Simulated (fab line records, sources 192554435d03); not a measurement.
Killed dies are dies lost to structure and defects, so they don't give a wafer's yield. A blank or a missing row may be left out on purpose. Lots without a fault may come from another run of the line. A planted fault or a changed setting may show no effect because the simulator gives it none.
Split-lot experiment | flow n5_finfet | 7 lots, 21 wafers read, on a route of 1938 steps

THE SPLIT
At N5_PASSIVATION_EXPOSE_27 (exposes mask PAD, defocus 0 nm), the setting dose_mj was moved away from the recipe's 32.3 on 4 of the 21 wafers read, by -4.1% to +7.1%. The other wafers ran this setting at the recipe's value.

FROM THE SPLIT TO THE READING: what the file shows between them, 3 steps
- N5_PASSIVATION_PEB_28
- N5_PASSIVATION_DEVELOP_29: develop time 60 s
- N5_PASSIVATION_HARDBAKE_31: time 120 s

THE READING
cd_nm, in nm, at N5_PASSIVATION_CD_MEAS_30 (target cd 4000 nm). Fault-free wafers of this fab line usually give 3999.0 nm, standard deviation 1.9 nm.

wafer  | tool, chamber at the split | dose_mj as run | against the recipe | cd_nm, nm | against lot-mates on the recipe
L077.2 | krf_scanner-01, 0          | 32.3           | recipe             | 3997.0    | -
L077.3 | krf_scanner-01, 0          | 32.3           | recipe             | 4000.0    | -
L077.4 | krf_scanner-01, 0          | 34.58          | +7.1%              | 4008.9    | +10.4
L084.1 | krf_scanner-01, 0          | 31.63          | -2.1%              | 3991.1    | -6.8
L084.2 | krf_scanner-01, 0          | 32.3           | recipe             | 3997.3    | -
L084.4 | krf_scanner-01, 0          | 32.3           | recipe             | 3998.6    | -
L080.2 | krf_scanner-01, 0          | 32.3           | recipe             | 4001.7    | -
L080.4 | krf_scanner-01, 0          | 32.3           | recipe             | 3997.7    | -
L080.5 | krf_scanner-01, 0          | 32.3           | recipe             | 3999.2    | -
L085.2 | krf_scanner-01, 0          | 31.3           | -3.1%              | 3993.1    | -5.1
L085.4 | krf_scanner-01, 0          | 32.3           | recipe             | 3999.5    | -
L085.5 | krf_scanner-01, 0          | 32.3           | recipe             | 3996.9    | -
L087.2 | krf_scanner-01, 0          | 32.3           | recipe             | 4000.6    | -
L087.3 | krf_scanner-01, 0          | 32.3           | recipe             | 3999.8    | -
L087.5 | krf_scanner-01, 0          | 30.98          | -4.1%              | 3992.0    | -8.2
L091.1 | krf_scanner-02, 0          | 32.3           | recipe             | 4001.2    | -
L091.4 | krf_scanner-02, 0          | 32.3           | recipe             | 4004.2    | -
L091.6 | krf_scanner-02, 0          | 32.3           | recipe             | 4001.3    | -
L090.2 | krf_scanner-02, 0          | 32.3           | recipe             | 3995.6    | -
L090.3 | krf_scanner-02, 0          | 32.3           | recipe             | 4000.5    | -
L090.5 | krf_scanner-02, 0          | 32.3           | recipe             | 3996.8    | -

THE FIT
A straight line over all 21 wafers: cd_nm changes by +1.65 nm for each +1% of dose_mj; r = +0.82; the points scatter about the line by 2.3 nm.
The same after taking each lot's own level away (the mean of its wafers on the recipe; 21 wafers): +1.69 nm for each +1%; r = +0.91; scatter 1.6 nm.
On that fit, the largest move of dose_mj shifts the reading by 12 nm.
The lots' own levels span 3997.63 to 4002.23 nm, that is 2.4 times the standard deviation above.
So the lot-to-lot level changes the slope little: the two slopes agree.
Check: with one of the wafers moved furthest among these (+7.1%) left out of the fit, the line predicts +14.5 nm for it against its lot-mates. It came out at +10.4 nm against them.

OTHER SPLITS ON THESE WAFERS
These wafers also went through other splits before the reading. Each is held against what the fit with the lots' levels taken away leaves over:
other split on the same wafers            | wafers away from the commonest value | r with cd_nm (lot level and that fit taken away)
N5_BEOL_M14_SPUTTER_43 power_w            | 5                                    | +0.07
N5_BEOL_M15_ILD_DEP_00 time_s             | 9                                    | +0.20
N5_MIM_BOT_SPUTTER_00 chamber_pressure_pa | 6                                    | +0.18

THE FILE'S OWN FIT
cd_nm changes by +1.7 nm for each +1% of dose_mj, r = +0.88.
